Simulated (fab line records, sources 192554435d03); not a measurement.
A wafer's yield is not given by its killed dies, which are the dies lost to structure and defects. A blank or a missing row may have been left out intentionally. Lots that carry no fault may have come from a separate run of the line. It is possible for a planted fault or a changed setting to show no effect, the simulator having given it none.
fab line records	flow n5_finfet
[record] lots = 24	wafers = 72	last_day = 18
route steps=1938 shown BEOL_M9@1435 BEOL_M10@1485
lots that met no fault: from a run of the same line without faults
start_h: hours from the record's first day to the start of the lot's first wafer shown	wait_h: time in hours since the lot's previous step	" the same as in the row above	L1.1+2: one row covering several wafers at once	- no value, or no start given	* or withheld: withheld	< > ~ a bound
route shown NAME@n: names a module that has steps shown in the file, with the first one's number in the route	usual: mean/standard deviation of fault-free wafers	same: alike in all rows	chamber/n: place in a boat	sites: per-site readings	_std_site: the standard deviation of these	_edge_site: inner sites' mean taken away from outer sites' mean	radius_mm: how far each site lies from the wafer's centre	mask NAME#n: copy n	behind: the tool/chamber that last shaped the wafer	hold: the reason the lot was held/the length of the hold in hours/how it ended	device: transistor that didn't switch, given as n, p or np	end of line: tests run on the same wafers once the route is complete	step lacking rows: just its recipe	killed: count of dies lost to structure and defects at first sort (not the wafer's yield)	map: the dies of a wafer, with x for killed, . for not killed, _ for no die there
set.NAME: the run value of the setting; set.NAME@STEP: its run value at that earlier step	model.NAME: the simulator's own value behind a step, which no gauge read
the route's steps for a sample of lots (tables are steps, rows are wafers)
services: when a tool's chamber went out of use (start_h, in hours from the record's first day, below 0 if earlier), for how many hours, and the reason
[[steps]]
[step N5_BEOL_M9_OVL_MEAS_29]
[recipe] points_per_wafer = 522
[usual] V8_OVL = 0.1/0.67
[same] points_per_wafer = 522
lot.wafer	tool	chamber	start_h	wait_h	V8_OVL[nm]
L074.1	overlay-02	0	206.77	0.0	-0.3
L074.2	"	0	"	"	-0.7
L074.3	"	0	"	"	-0.3
L075.1	overlay-02	0	210.63	0.0	0.9
L075.4	"	0	"	"	0.0
L075.6	"	0	"	"	-1.0
L077.4	overlay-02	0	224.33	0.0	-0.2
L077.5	"	0	"	"	0.3
L077.6	"	0	"	"	-0.3
L076.3	overlay-02	0	227.10	0.0	0.1
L076.4	"	0	"	"	0.2
L076.5	"	0	"	"	-0.6
L079.1	overlay-02	0	230.78	0.0	0.2
L079.2	"	0	"	"	-0.4
L079.3	"	0	"	"	-0.4
L078.2	overlay-02	0	238.15	0.0	-1.4
L078.4	"	0	"	"	-0.1
L078.5	"	0	"	"	-1.8
L080.2	overlay-01	0	248.67	0.0	-0.6
L080.4	"	0	"	"	-0.3
L080.5	"	0	"	"	0.2
L083.1	overlay-02	0	253.43	0.0	1.3
L083.3	"	0	"	"	0.7
L083.4	"	0	"	"	0.2
L081.2	overlay-01	0	254.39	0.0	-0.3
L081.3	"	0	"	"	1.1
L081.5	"	0	"	"	1.2
L082.1	overlay-02	0	263.08	0.0	0.8
L082.4	"	0	"	"	0.5
L082.6	"	0	"	"	-0.3
L084.1	overlay-01	0	273.76	0.0	1.0
L084.4	"	0	"	"	1.1
L084.6	"	0	"	"	0.2
L085.1	overlay-02	0	282.97	0.0	-0.2
L085.2	"	0	"	"	-1.3
L085.3	"	0	"	"	-0.6
L086.3	overlay-02	0	294.14	0.0	0.5
L086.4	"	0	"	"	-0.7
L086.6	"	0	"	"	-0.6
L089.2	overlay-01	0	299.53	0.0	-0.4
L089.4	"	0	"	"	-0.3
L089.5	"	0	"	"	-0.5
L087.2	overlay-02	0	305.35	0.0	0.3
L087.3	"	0	"	"	0.3
L087.4	"	0	"	"	-0.2
L088.3	overlay-01	0	305.52	0.0	-0.5
L088.4	"	0	"	"	-1.4
L088.5	"	0	"	"	0.7
L090.1	overlay-01	0	319.84	0.0	0.3
L090.2	"	0	"	"	0.0
L090.3	"	0	"	"	0.8
L091.1	overlay-02	0	325.70	0.0	0.8
L091.5	"	0	"	"	0.4
L091.6	"	0	"	"	-0.6
L093.2	overlay-02	0	334.68	0.0	-0.4
L093.4	"	0	"	"	0.6
L093.6	"	0	"	"	0.8
L094.2	overlay-01	0	334.84	0.0	0.1
L094.3	"	0	"	"	-0.2
L094.5	"	0	"	"	0.0
L095.1	overlay-02	0	344.46	0.0	0.5
L095.4	"	0	"	"	-0.1
L095.6	"	0	"	"	0.7
L092.1	overlay-02	0	353.94	0.0	1.4
L092.3	"	0	"	"	1.4
L092.4	"	0	"	"	1.2
L096.1	overlay-01	0	358.15	0.0	0.3
L096.4	"	0	"	"	1.0
L096.6	"	0	"	"	0.8
L097.2	overlay-02	0	373.25	0.0	0.6
L097.5	"	0	"	"	-1.2
L097.6	"	0	"	"	0.7
[step N5_BEOL_M9_ETCH_65]
[recipe] chemistry = CF4	target = SiARC	target_depth_a = 156	mask_material = CAR-EUV	time_s = 26	ion_energy_ev = 80	pressure_mtorr = 40	source_w = 545	bias_w = 36	Ar_flow_sccm = 100	cf4_flow_sccm = 100	ends = cleared
[usual] drypump_motor_current_A = 5.9/0.33	etch_rf_on_time_s = 25.9/0.81	mfc_ar_sccm = 100.01/0.3	oes_product_au = 0.69/0.074	rf_fwd_power_W = 532.1/2.2	rf_vpp_V = 183.8/1.3	showerhead_plenum_p_Torr = 2.12/0.085	throttle_valve_pct = 15.55/0.26
lot.wafer	tool	chamber	start_h	wait_h	drypump_motor_current_A	etch_rf_on_time_s	mfc_ar_sccm	oes_product_au	rf_fwd_power_W	rf_hours_counter_h	rf_vpp_V	showerhead_plenum_p_Torr	throttle_valve_pct
L074.1	rie_diel-06	1	206.92	0.0	6.2	25.5	99.85	0.76	534.6	33	184.2	2.10	15.61
L074.2	"	2	"	"	5.9	26.8	100.11	0.56	531.9	248	184.3	2.19	15.74
L074.3	"	0	"	"	5.5	25.8	99.73	0.60	534.8	236	183.1	2.04	15.82
L075.1	rie_diel-03	2	210.77	0.0	6.5	25.7	99.79	0.86	527.2	1	182.6	2.12	15.14
L075.4	"	1	"	"	5.6	25.2	99.42	0.63	533.4	200	183.3	2.05	15.93
L075.6	"	1	"	"	5.6	25.3	99.90	0.63	529.7	-	181.9	2.05	15.93
L077.4	rie_diel-03	2	224.97	0.0	6.6	25.7	100.18	0.83	534.0	-	181.8	2.11	15.14
L077.5	"	1	"	"	5.6	25.3	99.59	0.63	530.6	-	182.2	2.05	15.92
L077.6	"	0	"	"	5.8	24.8	100.06	0.74	530.2	-	183.5	2.18	15.75
L076.3	rie_diel-04	1	227.24	0.0	6.2	28.3	100.23	0.60	534.6	185	185.5	2.22	15.53
L076.4	"	0	"	"	5.4	26.0	99.87	0.63	532.1	181	183.3	2.05	15.48
L076.5	"	3	"	"	5.7	25.9	100.29	0.66	532.0	-	182.8	1.99	15.37
L079.1	rie_diel-06	0	230.92	0.0	5.5	26.0	99.85	0.58	535.8	246	182.1	2.03	15.83
L079.2	"	2	"	"	5.9	27.0	99.80	0.80	532.3	1	184.0	2.19	15.27
L079.3	"	1	"	"	6.2	26.1	100.10	0.74	532.3	43	182.8	2.10	15.61
L078.2	rie_diel-06	3	238.33	0.0	6.0	26.0	100.23	0.64	532.3	145	183.5	2.08	15.76
L078.4	"	1	"	"	6.2	26.0	100.01	0.74	532.2	45	183.7	2.09	15.64
L078.5	"	3	"	"	6.0	26.1	100.01	0.64	530.5	-	182.8	2.08	15.75
L080.2	rie_diel-06	3	248.82	0.0	5.9	26.1	100.23	0.64	531.7	149	183.1	2.08	15.78
L080.4	"	2	"	"	5.9	26.0	100.18	0.79	533.9	-	184.6	2.19	15.28
L080.5	"	1	"	"	6.2	25.7	100.13	0.74	531.8	-	183.8	2.09	15.64
L083.1	rie_diel-03	2	253.69	0.0	6.6	25.4	99.93	0.80	535.9	17	184.5	2.11	15.17
L083.3	"	3	"	"	5.5	26.2	99.96	0.81	532.0	3	185.7	2.28	15.07
L083.4	"	0	"	"	5.8	24.6	100.36	0.72	531.4	61	185.6	2.18	15.76
L081.2	rie_diel-03	3	254.53	0.0	5.5	26.3	100.80	0.79	533.3	3	185.6	2.28	15.09
L081.3	"	1	"	"	5.6	25.3	100.15	0.62	528.5	213	183.3	2.04	15.94
L081.5	"	0	"	"	5.9	24.7	99.65	0.73	531.3	-	184.2	2.18	15.77
L082.1	rie_diel-06	2	263.22	0.0	5.9	26.5	99.65	0.76	533.2	14	184.0	2.19	15.31
L082.4	"	2	"	"	5.8	26.3	99.87	0.76	531.6	-	185.8	2.19	15.29
L082.6	"	3	"	"	6.0	26.3	99.75	0.64	536.5	-	183.3	2.08	15.77
L084.1	rie_diel-04	3	274.43	0.0	5.6	25.7	99.88	0.65	531.1	149	183.5	1.98	15.40
L084.4	"	1	"	"	6.2	28.5	100.29	0.59	531.4	200	184.6	2.21	15.55
L084.6	"	2	"	"	6.1	26.7	100.00	0.76	531.8	-	183.4	2.19	15.49
L085.1	rie_diel-04	2	283.22	0.0	6.1	26.1	99.84	0.77	529.4	25	185.3	2.19	15.50
L085.2	"	0	"	"	5.4	25.7	99.84	0.63	527.5	193	183.0	2.04	15.49
L085.3	"	3	"	"	5.6	25.3	100.20	0.65	530.3	152	182.1	1.98	15.41
L086.3	rie_diel-06	3	294.27	0.0	6.0	26.0	99.64	0.64	532.8	164	184.0	2.07	15.80
L086.4	"	2	"	"	5.9	26.4	99.87	0.74	530.7	23	183.3	2.18	15.31
L086.6	"	2	"	"	5.9	26.7	99.91	0.75	532.1	-	185.7	2.18	15.29
L089.2	rie_diel-04	3	299.67	0.0	5.6	25.7	100.28	0.65	528.4	156	181.9	1.98	15.43
L089.4	"	2	"	"	6.0	26.3	100.24	0.76	531.9	29	185.5	2.19	15.50
L089.5	"	0	"	"	5.4	26.1	99.97	0.62	533.0	-	183.6	2.04	15.50
L087.2	rie_diel-03	2	305.49	0.0	6.6	25.3	99.92	0.78	533.6	32	183.9	2.10	15.21
L087.3	"	3	"	"	5.5	26.0	100.15	0.77	530.7	17	184.8	2.28	15.10
L087.4	"	1	"	"	5.6	25.0	100.29	0.62	531.7	228	183.0	2.04	15.96
L088.3	rie_diel-04	1	305.66	0.0	6.2	28.0	99.87	0.59	529.4	208	184.7	2.21	15.57
L088.4	"	2	"	"	6.1	26.0	99.61	0.76	531.3	30	184.0	2.19	15.51
L088.5	"	1	"	"	6.2	27.9	100.11	0.59	530.9	-	186.0	2.21	15.57
L090.1	rie_diel-04	2	319.98	0.0	6.1	26.3	99.88	0.75	529.1	32	183.9	2.19	15.52
L090.2	"	1	"	"	6.2	28.0	100.07	0.59	532.2	211	184.3	2.21	15.58
L090.3	"	3	"	"	5.6	25.6	100.44	0.64	532.3	159	183.1	1.98	15.41
L091.1	rie_diel-04	1	326.01	0.0	6.2	28.3	100.32	0.58	534.2	213	183.0	2.21	15.60
L091.5	"	3	"	"	5.7	25.9	99.59	0.64	534.2	-	182.3	1.98	15.42
L091.6	"	2	"	"	6.1	26.5	99.54	0.74	530.8	-	186.1	2.19	15.53
L093.2	rie_diel-03	2	334.82	0.0	6.5	25.5	99.97	0.75	530.5	42	184.3	2.10	15.23
L093.4	"	0	"	"	5.8	25.0	99.46	0.71	528.4	84	183.9	2.17	15.79
L093.6	"	3	"	"	5.5	26.0	100.21	0.76	531.4	-	184.6	2.27	15.14
L094.2	rie_diel-03	3	335.46	0.0	5.5	26.2	100.08	0.75	530.4	27	185.7	2.27	15.12
L094.3	"	1	"	"	5.6	25.1	100.06	0.61	531.7	239	182.2	2.04	16.00
L094.5	"	2	"	"	6.5	25.6	100.05	0.76	533.7	-	183.2	2.10	15.22
L095.1	rie_diel-03	3	344.61	0.0	5.5	26.2	99.61	0.75	530.6	30	186.2	2.27	15.14
L095.4	"	1	"	"	5.6	25.0	99.63	0.60	533.2	241	182.2	2.04	16.01
L095.6	"	0	"	"	5.8	25.0	100.09	0.70	529.8	-	184.3	2.17	15.81
L092.1	rie_diel-06	0	354.08	0.0	5.4	24.9	100.06	0.79	538.3	23	186.1	2.28	15.37
L092.3	"	3	"	"	6.0	26.3	99.97	0.62	534.1	179	183.2	2.07	15.82
L092.4	"	1	"	"	6.2	25.9	100.10	0.70	530.5	79	182.8	2.08	15.70
L096.1	rie_diel-06	2	358.29	0.0	5.9	26.4	100.05	0.73	533.7	40	186.1	2.18	15.34
L096.4	"	1	"	"	6.2	25.7	99.87	0.70	531.0	81	183.5	2.08	15.71
L096.6	"	2	"	"	5.9	26.2	100.08	0.73	534.6	-	185.1	2.18	15.34
L097.2	rie_diel-03	3	373.39	0.0	5.5	26.1	100.40	0.73	529.9	38	184.9	2.27	15.16
L097.5	"	3	"	"	5.5	26.3	100.75	0.73	532.2	-	185.6	2.27	15.17
L097.6	"	2	"	"	6.5	25.5	99.70	0.75	531.7	-	182.7	2.10	15.24
[step N5_BEOL_M9_STRIP_36]
[recipe] chemistry = N2/H2	power_w = 450	temp_c = 40	pressure_mtorr = 20	rf_frequency_hz = 6e+07	overash_fraction = 0.3	bias_power_w = 7	h2_frac = 0.5	n2_flow_sccm = 200	h2_flow_sccm = 200
[usual] drypump_motor_current_A = 5.9/0.33	oes_product_au = 0.81/0.089	rf_vpp_V = 59.0/1.4	showerhead_plenum_p_Torr = 2.50/0.11	throttle_valve_pct = 23.5/0.38
lot.wafer	tool	chamber	start_h	wait_h	drypump_motor_current_A	oes_product_au	rf_hours_counter_h	rf_vpp_V	showerhead_plenum_p_Torr	throttle_valve_pct
L074.1	rie_diel-06	1	207.11	0.0	6.2	0.91	33	58.1	2.49	23.8
L074.2	"	2	"	"	5.9	0.68	248	57.1	2.61	23.7
L074.3	"	0	"	"	5.5	0.68	236	57.9	2.38	23.7
L075.1	rie_diel-03	2	210.96	0.0	6.6	0.99	1	58.3	2.48	22.8
L075.4	"	1	"	"	5.6	0.71	200	58.2	2.41	24.0
L075.6	"	1	"	"	5.6	0.71	-	57.7	2.41	24.0
L077.4	rie_diel-03	2	225.17	0.0	6.5	0.95	-	57.6	2.47	22.7
L077.5	"	1	"	"	5.6	0.73	-	58.0	2.40	24.0
L077.6	"	0	"	"	5.8	0.86	-	57.8	2.57	24.1
L076.3	rie_diel-04	1	227.43	0.0	6.2	0.73	185	57.0	2.60	23.3
L076.4	"	0	"	"	5.5	0.74	181	58.2	2.41	23.2
L076.5	"	3	"	"	5.6	0.78	-	57.4	2.33	23.3
L079.1	rie_diel-06	0	231.11	0.0	5.5	0.68	246	56.5	2.38	23.7
L079.2	"	2	"	"	5.9	0.97	1	60.4	2.61	23.4
L079.3	"	1	"	"	6.2	0.88	43	60.7	2.48	23.8
L078.2	rie_diel-06	3	238.52	0.0	6.0	0.75	145	58.6	2.42	23.5
L078.4	"	1	"	"	6.2	0.87	45	60.2	2.48	23.8
L078.5	"	3	"	"	6.0	0.75	-	58.2	2.42	23.5
L080.2	rie_diel-06	3	249.01	0.0	6.0	0.75	149	60.0	2.42	23.5
L080.4	"	2	"	"	5.9	0.92	-	60.5	2.60	23.4
L080.5	"	1	"	"	6.2	0.86	-	59.2	2.48	23.8
L083.1	rie_diel-03	2	253.88	0.0	6.6	0.92	18	58.5	2.47	22.8
L083.3	"	3	"	"	5.5	0.96	3	58.7	2.71	23.1
L083.4	"	0	"	"	5.9	0.84	61	58.2	2.57	24.1
L081.2	rie_diel-03	3	254.72	0.0	5.5	0.95	3	59.0	2.71	23.1
L081.3	"	1	"	"	5.6	0.71	213	60.9	2.40	24.0
L081.5	"	0	"	"	5.8	0.84	-	60.5	2.57	24.1
L082.1	rie_diel-06	2	263.42	0.0	5.9	0.91	14	60.4	2.60	23.4
L082.4	"	2	"	"	5.9	0.92	-	57.9	2.60	23.4
L082.6	"	3	"	"	6.0	0.74	-	58.2	2.41	23.5
L084.1	rie_diel-04	3	274.62	0.0	5.6	0.76	149	60.5	2.33	23.3
L084.4	"	1	"	"	6.2	0.72	200	61.4	2.59	23.3
L084.6	"	2	"	"	6.1	0.92	-	59.2	2.59	23.5
L085.1	rie_diel-04	2	283.41	0.0	6.1	0.92	25	60.5	2.59	23.4
L085.2	"	0	"	"	5.4	0.73	193	59.2	2.40	23.2
L085.3	"	3	"	"	5.6	0.76	152	58.0	2.32	23.3
L086.3	rie_diel-06	3	294.46	0.0	6.0	0.73	164	59.7	2.41	23.5
L086.4	"	2	"	"	5.9	0.88	23	56.5	2.60	23.5
L086.6	"	2	"	"	5.9	0.88	-	60.3	2.60	23.4
L089.2	rie_diel-04	3	299.86	0.0	5.7	0.76	156	57.3	2.32	23.3
L089.4	"	2	"	"	6.0	0.90	29	58.1	2.59	23.4
L089.5	"	0	"	"	5.4	0.73	-	59.1	2.40	23.3
L087.2	rie_diel-03	2	305.68	0.0	6.5	0.91	32	57.5	2.46	22.8
L087.3	"	3	"	"	5.5	0.91	17	59.2	2.70	23.1
L087.4	"	1	"	"	5.6	0.71	228	57.4	2.39	24.0
L088.3	rie_diel-04	1	305.85	0.0	6.2	0.71	208	59.2	2.59	23.3
L088.4	"	2	"	"	6.1	0.90	30	60.6	2.59	23.4
L088.5	"	1	"	"	6.2	0.70	-	60.3	2.59	23.3
L090.1	rie_diel-04	2	320.18	0.0	6.0	0.91	32	59.3	2.59	23.5
L090.2	"	1	"	"	6.2	0.71	211	58.6	2.59	23.3
L090.3	"	3	"	"	5.7	0.75	159	58.7	2.32	23.3
L091.1	rie_diel-04	1	326.20	0.0	6.2	0.70	213	56.3	2.59	23.3
L091.5	"	3	"	"	5.6	0.75	-	59.6	2.32	23.3
L091.6	"	2	"	"	6.0	0.90	-	60.4	2.59	23.4
L093.2	rie_diel-03	2	335.01	0.0	6.6	0.89	42	57.7	2.46	22.8
L093.4	"	0	"	"	5.8	0.81	84	59.0	2.56	24.1
L093.6	"	3	"	"	5.5	0.89	-	60.3	2.70	23.2
L094.2	rie_diel-03	3	335.65	0.0	5.5	0.89	27	59.5	2.70	23.1
L094.3	"	1	"	"	5.6	0.69	239	60.4	2.39	24.0
L094.5	"	2	"	"	6.6	0.89	-	57.4	2.46	22.8
L095.1	rie_diel-03	3	344.80	0.0	5.5	0.87	30	60.0	2.70	23.1
L095.4	"	1	"	"	5.6	0.69	241	56.2	2.39	24.0
L095.6	"	0	"	"	5.8	0.80	-	59.7	2.56	24.1
L092.1	rie_diel-06	0	354.28	0.0	5.5	0.89	23	60.7	2.68	23.4
L092.3	"	3	"	"	6.0	0.72	179	58.7	2.40	23.5
L092.4	"	1	"	"	6.2	0.83	79	57.6	2.47	23.8
L096.1	rie_diel-06	2	358.48	0.0	5.9	0.87	40	60.1	2.59	23.5
L096.4	"	1	"	"	6.2	0.83	81	59.5	2.46	23.8
L096.6	"	2	"	"	5.9	0.85	-	58.3	2.59	23.5
L097.2	rie_diel-03	3	373.58	0.0	5.5	0.86	38	62.9	2.69	23.1
L097.5	"	3	"	"	5.5	0.87	-	57.3	2.69	23.2
L097.6	"	2	"	"	6.5	0.87	-	58.5	2.45	22.8
[step N5_BEOL_M9_ALD_74]
[recipe] material = TaN	target_thk_a = 20	temp_c = 275	ald_precursor_family = PDMAT	ald_co_reactant = NH3	pressure_torr = 3	carrier_flow_sccm = 1500	pulse_time_s = 2	purge_time_s = 3	co_reactant_purge_time_s = 2	co_reactant_pulse_time_s = 3	ald_cycles = 40	precursor_vessel_temp_c = 75	precursor_vessel_pressure_torr = 26.25	precursor_vessel_carrier_sccm = 1000
[usual] heater_power_w = 391/56	precursor_vessel_temp_c = 75.01/0.12
[same] co_reactant_pulse_time_s = 3
lot.wafer	tool	chamber	start_h	wait_h	heater_power_w	precursor_vessel_temp_c
L074.1	ald_metal-04	2	208.08	0.1	400	75.13
L074.2	"	0	"	"	397	74.98
L074.3	"	3	"	"	336	74.96
L075.1	ald_metal-03	1	212.02	0.1	508	75.01
L075.4	"	3	"	"	371	74.91
L075.6	"	3	"	"	375	74.95
L077.4	ald_metal-03	3	226.22	0.0	378	74.87
L077.5	"	0	"	"	343	75.11
L077.6	"	3	"	"	381	74.91
L076.3	ald_metal-02	2	229.15	0.0	474	75.08
L076.4	"	0	"	"	481	75.10
L076.5	"	3	"	"	327	75.01
L079.1	ald_metal-04	1	232.36	0.0	371	74.82
L079.2	"	0	"	"	402	75.00
L079.3	"	3	"	"	329	75.06
L078.2	ald_metal-02	2	239.75	0.0	491	75.01
L078.4	"	3	"	"	322	75.07
L078.5	"	1	"	"	310	74.99
L080.2	ald_metal-03	2	250.16	0.0	446	75.13
L080.4	"	0	"	"	346	75.22
L080.5	"	2	"	"	445	75.21
L083.1	ald_metal-02	2	255.38	0.1	475	74.99
L083.3	"	1	"	"	305	74.87
L083.4	"	3	"	"	321	75.16
L081.2	ald_metal-02	0	255.64	0.1	475	75.24
L081.3	"	2	"	"	489	74.88
L081.5	"	2	"	"	488	75.01
L082.1	ald_metal-04	0	264.34	0.0	408	75.07
L082.4	"	0	"	"	403	75.18
L082.6	"	1	"	"	375	74.86
L084.1	ald_metal-02	2	276.97	0.0	483	74.92
L084.4	"	1	"	"	309	74.76
L084.6	"	3	"	"	314	75.01
L085.1	ald_metal-02	3	284.67	0.2	324	75.14
L085.2	"	1	"	"	308	74.97
L085.3	"	0	"	"	480	75.18
L086.3	ald_metal-04	0	295.52	0.0	408	74.99
L086.4	"	1	"	"	376	75.04
L086.6	"	1	"	"	376	74.85
L089.2	ald_metal-04	2	301.39	0.3	404	74.82
L089.4	"	3	"	"	343	74.97
L089.5	"	2	"	"	393	74.89
L087.2	ald_metal-04	0	306.65	0.0	410	75.19
L087.3	"	1	"	"	370	74.88
L087.4	"	2	"	"	401	74.97
L088.3	ald_metal-04	1	306.91	0.2	377	75.23
L088.4	"	2	"	"	398	75.10
L088.5	"	0	"	"	407	75.26
L090.1	ald_metal-04	2	321.15	0.0	395	74.94
L090.2	"	1	"	"	368	75.00
L090.3	"	0	"	"	403	74.88
L091.1	ald_metal-03	0	328.95	0.0	341	75.27
L091.5	"	0	"	"	340	75.01
L091.6	"	2	"	"	444	75.02
L093.2	ald_metal-03	2	336.01	0.1	453	75.17
L093.4	"	0	"	"	336	75.11
L093.6	"	2	"	"	447	74.99
L094.2	ald_metal-04	2	336.56	0.0	392	74.95
L094.3	"	3	"	"	332	75.00
L094.5	"	1	"	"	379	74.96
L095.1	ald_metal-04	1	346.18	0.2	376	75.14
L095.4	"	3	"	"	336	74.96
L095.6	"	2	"	"	399	75.14
L092.1	ald_metal-03	3	355.26	0.0	381	75.04
L092.3	"	2	"	"	442	75.12
L092.4	"	1	"	"	499	75.02
L096.1	ald_metal-03	3	359.61	0.0	374	74.92
L096.4	"	0	"	"	347	75.02
L096.6	"	3	"	"	379	75.12
L097.2	ald_metal-03	0	376.28	0.1	351	74.97
L097.5	"	3	"	"	367	74.92
L097.6	"	2	"	"	436	75.03
[step N5_BEOL_M9_RS_MEAS_57]
[recipe] thk_meas_gauge = four-point-probe	reads = Cu_of_BEOL_M9_ECD_50+Co_of_BEOL_M9_CVD_78+TaN_of_BEOL_M9_ALD_74
[usual] M9_RS = 0.151/0.0037
lot.wafer	tool	chamber	start_h	wait_h	M9_RS[ohm/sq]
L074.1	film_metro-01	-	210.22	0.1	0.148
L074.2	"	-	"	"	0.153
L074.3	"	-	"	"	0.151
L075.1	film_metro-01	-	213.59	0.1	0.154
L075.4	"	-	"	"	0.152
L075.6	"	-	"	"	0.150
L077.4	film_metro-02	-	227.76	0.1	0.152
L077.5	"	-	"	"	0.149
L077.6	"	-	"	"	0.149
L076.3	film_metro-01	-	230.78	0.1	0.161
L076.4	"	-	"	"	0.153
L076.5	"	-	"	"	0.150
L079.1	film_metro-02	-	234.72	0.1	0.157
L079.2	"	-	"	"	0.153
L079.3	"	-	"	"	0.149
L078.2	film_metro-01	-	241.34	0.1	0.155
L078.4	"	-	"	"	0.152
L078.5	"	-	"	"	0.153
L080.2	film_metro-02	-	251.77	0.1	0.155
L080.4	"	-	"	"	0.155
L080.5	"	-	"	"	0.154
L083.1	film_metro-02	-	257.06	0.1	0.146
L083.3	"	-	"	"	0.150
L083.4	"	-	"	"	0.146
L081.2	film_metro-01	-	257.33	0.1	0.152
L081.3	"	-	"	"	0.152
L081.5	"	-	"	"	0.150
L082.1	film_metro-02	-	266.02	0.1	0.148
L082.4	"	-	"	"	0.150
L082.6	"	-	"	"	0.151
L084.1	film_metro-02	-	278.49	0.1	0.149
L084.4	"	-	"	"	0.163
L084.6	"	-	"	"	0.145
L085.1	film_metro-01	-	288.23	0.1	0.147
L085.2	"	-	"	"	0.153
L085.3	"	-	"	"	0.150
L086.3	film_metro-02	-	297.05	0.1	0.154
L086.4	"	-	"	"	0.153
L086.6	"	-	"	"	0.151
L089.2	film_metro-02	-	303.06	0.1	0.153
L089.4	"	-	"	"	0.146
L089.5	"	-	"	"	0.153
L087.2	film_metro-02	-	308.49	0.1	0.152
L087.3	"	-	"	"	0.151
L087.4	"	-	"	"	0.155
L088.3	film_metro-02	-	308.76	0.1	0.161
L088.4	"	-	"	"	0.147
L088.5	"	-	"	"	0.160
L090.1	film_metro-02	-	322.75	0.1	0.146
L090.2	"	-	"	"	0.158
L090.3	"	-	"	"	0.146
L091.1	film_metro-01	-	330.55	0.1	0.160
L091.5	"	-	"	"	0.153
L091.6	"	-	"	"	0.148
L093.2	film_metro-02	-	337.60	0.1	0.150
L093.4	"	-	"	"	0.148
L093.6	"	-	"	"	0.148
L094.2	film_metro-01	-	338.87	0.1	0.152
L094.3	"	-	"	"	0.150
L094.5	"	-	"	"	0.150
L095.1	film_metro-02	-	348.00	0.1	0.149
L095.4	"	-	"	"	0.151
L095.6	"	-	"	"	0.150
L092.1	film_metro-02	-	357.14	0.1	0.145
L092.3	"	-	"	"	0.153
L092.4	"	-	"	"	0.151
L096.1	film_metro-02	-	361.26	0.1	0.149
L096.4	"	-	"	"	0.151
L096.6	"	-	"	"	0.148
L097.2	film_metro-01	-	377.99	0.1	0.155
L097.5	"	-	"	"	0.153
L097.6	"	-	"	"	0.152
[step N5_BEOL_M10_INSPECT_13]
[recipe] mode = adi	inspect_instrument = brightfield
[usual] raw_defect_count = 395/92
lot.wafer	tool	chamber	start_h	wait_h	raw_defect_count
L074.1	defect_inspect-02	-	212.18	0.0	558
L074.2	"	-	"	"	466
L074.3	"	-	"	"	557
L075.1	defect_inspect-02	-	216.01	0.0	275
L075.4	"	-	"	"	207
L075.6	"	-	"	"	334
L077.4	defect_inspect-01	-	230.09	0.0	372
L077.5	"	-	"	"	498
L077.6	"	-	"	"	389
L076.3	defect_inspect-02	-	232.90	0.0	400
L076.4	"	-	"	"	328
L076.5	"	-	"	"	434
L079.1	defect_inspect-01	-	236.93	0.0	456
L079.2	"	-	"	"	505
L079.3	"	-	"	"	451
L078.2	defect_inspect-02	-	242.79	0.0	299
L078.4	"	-	"	"	373
L078.5	"	-	"	"	427
L080.2	defect_inspect-02	-	255.50	0.0	371
L080.4	"	-	"	"	416
L080.5	"	-	"	"	487
L083.1	defect_inspect-01	-	259.77	0.0	442
L083.3	"	-	"	"	450
L083.4	"	-	"	"	479
L081.2	defect_inspect-02	-	260.09	0.0	286
L081.3	"	-	"	"	423
L081.5	"	-	"	"	445
L082.1	defect_inspect-02	-	267.32	0.0	478
L082.4	"	-	"	"	391
L082.6	"	-	"	"	345
L084.1	defect_inspect-01	-	281.26	0.0	370
L084.4	"	-	"	"	486
L084.6	"	-	"	"	399
L085.1	defect_inspect-02	-	289.79	0.0	245
L085.2	"	-	"	"	272
L085.3	"	-	"	"	336
L086.3	defect_inspect-01	-	300.67	0.0	342
L086.4	"	-	"	"	410
L086.6	"	-	"	"	420
L089.2	defect_inspect-01	-	305.20	0.0	361
L089.4	"	-	"	"	458
L089.5	"	-	"	"	517
L087.2	defect_inspect-02	-	309.79	0.0	538
L087.3	"	-	"	"	558
L087.4	"	-	"	"	472
L088.3	defect_inspect-01	-	311.22	0.0	404
L088.4	"	-	"	"	348
L088.5	"	-	"	"	480
L090.1	defect_inspect-01	-	325.97	0.0	410
L090.2	"	-	"	"	460
L090.3	"	-	"	"	440
L091.1	defect_inspect-02	-	332.85	0.0	346
L091.5	"	-	"	"	445
L091.6	"	-	"	"	377
L093.2	defect_inspect-01	-	342.50	0.0	301
L093.4	"	-	"	"	395
L093.6	"	-	"	"	288
L094.2	defect_inspect-01	-	342.54	0.0	599
L094.3	"	-	"	"	373
L094.5	"	-	"	"	584
L095.1	defect_inspect-02	-	349.59	0.0	357
L095.4	"	-	"	"	321
L095.6	"	-	"	"	328
L092.1	defect_inspect-01	-	359.75	0.0	317
L092.3	"	-	"	"	323
L092.4	"	-	"	"	400
L096.1	defect_inspect-01	-	364.69	0.0	561
L096.4	"	-	"	"	555
L096.6	"	-	"	"	322
L097.2	defect_inspect-02	-	382.52	0.0	334
L097.5	"	-	"	"	410
L097.6	"	-	"	"	233
[[services]]
tool	chamber	start_h	hours	kind
rie_diel-06	-	201.59	2.8	pm
rie_diel-04	0	209.83	5.8	repair
ald_metal-02	-	218.63	1.0	repair
rie_diel-03	3	233.72	-	clean
rie_diel-03	3	233.72	-	consumable_replace:focus_ring
rie_diel-03	3	233.72	-	consumable_replace:showerhead
rie_diel-03	3	233.72	11.9	scheduled_down
rie_diel-03	3	233.72	11.9	vent_cycle
ald_metal-04	-	238.72	18.2	repair
rie_diel-04	0	250.43	17.9	repair
rie_diel-03	-	267.61	2.8	pm
ald_metal-03	-	279.97	14.6	pm
rie_diel-03	3	285.89	4.9	repair
ald_metal-04	-	286.28	8.7	pm
ald_metal-03	-	300.56	8.7	pm
ald_metal-02	0	310.04	68.7	repair
rie_diel-06	-	318.79	1.1	repair
ald_metal-03	1	320.91	25.8	repair
rie_diel-04	0	341.79	8.0	repair
rie_diel-06	0	366.77	5.4	repair
rie_diel-03	1	373.77	-	clean
rie_diel-03	1	373.77	-	consumable_replace:esc
rie_diel-03	1	373.77	-	consumable_replace:focus_ring
rie_diel-03	1	373.77	-	consumable_replace:showerhead
[[key]]
fault none
